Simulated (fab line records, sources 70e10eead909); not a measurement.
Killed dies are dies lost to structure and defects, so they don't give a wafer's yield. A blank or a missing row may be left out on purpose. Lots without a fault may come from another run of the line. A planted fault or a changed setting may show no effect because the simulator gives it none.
A struck lot beside a sound one | flow nand_harc | 14 steps out of a route of 1302
Sound: wafers L383.1, L383.2, L383.4. Struck: wafers L386.1, L386.2, L386.3. The cause comes at the end.
At each step with rows: each side's tool, then ch and its chambers, then its first start. Under that, the readings that differ: sound wafers | struck wafers | difference of the means | sigmas: that difference in standard deviations of wafers without a fault.
alike: readings whose means differ by less than 2 such deviations, and words and numbers that are the same on both sides. not compared: withheld readings, readings that some wafer has no value for, bounds like >300 that may hide the same value, and numbers for which the record gives no deviation and whose values overlap.
The two part at a step that has a row with sigmas, a row that says differs or no value, or rows on one side only. Numbers that don't overlap but have no deviation are shown without sigmas and don't part them. A reading that every wafer of one side lacks parts them only if that side has two wafers or more.

first, 8 steps without rows for these wafers: NHARC_A_STAIRCASE_HMDS_159 (time 30 s); NHARC_A_STAIRCASE_COAT_160; NHARC_A_STAIRCASE_SOFTBAKE_161 (time 170 s); NHARC_A_STAIRCASE_EBR_162; NHARC_A_STAIRCASE_EXPOSE_163 (exposes mask STAIR OPEN); NHARC_A_STAIRCASE_PEB_164 (peb time 130 s); NHARC_A_STAIRCASE_DEVELOP_165 (time 140 s); NHARC_A_STAIRCASE_HARDBAKE_167 (time 140 s).
NHARC_A_STAIRCASE_DESCUM_168: chemistry O2, time 3 s.
  sound on rie_diel-11 ch 0,1,3, day 15 16:37; struck on rie_diel-04 ch 1,2,3, day 17 11:08
  reading                | sound    | struck | difference | sigmas
  rf_hours_counter_h (h) | 29 24 29 | 6 9 7  | -20        |
  alike: drypump_motor_current_A, oes_product_au, rf_vpp_V, showerhead_plenum_p_Torr, throttle_valve_pct
NHARC_A_STAIRCASE_ETCH_169: etches the open film in CH3F/O2, target depth 50 nm, time 107.1 s.
  sound on rie_diel-11 ch 1,2,3, day 15 16:42; struck on rie_diel-04 ch 1,2,3, day 17 11:14
  reading                | sound    | struck | difference | sigmas
  rf_hours_counter_h (h) | 29 29 31 | 9 7 6  | -22        |
  alike: drypump_motor_current_A, oes_product_au, rf_vpp_V, showerhead_plenum_p_Torr, throttle_valve_pct
NHARC_A_STAIRCASE_ETCH_170: etches the open film in C4F6/O2, target depth 200 nm, time 66.667 s.
  sound on rie_diel-11 ch 0,1,3; struck on rie_diel-04 ch 1,2,3
  reading                | sound    | struck | difference | sigmas
  rf_hours_counter_h (h) | 29 24 29 | 6 9 7  | -20        |
  alike: drypump_motor_current_A, oes_product_au, rf_vpp_V, showerhead_plenum_p_Torr, throttle_valve_pct
NHARC_A_STAIRCASE_STRIP_171: strips in O2.
  sound on plasma_asher-02 ch 0,1, day 15 16:56; struck on plasma_asher-01 ch 0,1, day 17 11:30
  no value came back on the struck wafers for drypump_motor_current_A (A), heater_power_w (W); on the sound wafers drypump_motor_current_A (A) reads 5.79 6.12 5.81
  not compared: rf_hours_counter_h
then, 1 step without rows for these wafers: NHARC_A_STAIRCASE_STRIP_172 (strips in SPM, time 900 s).
-- the record jumps here: 9 days lie between the struck wafers' starts before and after (it left off in module A_STAIRCASE and takes up again in module END, whose first step shown is number 1302 of the route) --
NHARC_END_SORT_01:
  the record has rows for the struck wafers here (prober-01 ch 0, day 26 07:56) and none for the sound ones

WHERE THEY PART
First at NHARC_A_STAIRCASE_STRIP_171; last, within this record, at NHARC_END_SORT_01.

WHY: what the simulator had put in
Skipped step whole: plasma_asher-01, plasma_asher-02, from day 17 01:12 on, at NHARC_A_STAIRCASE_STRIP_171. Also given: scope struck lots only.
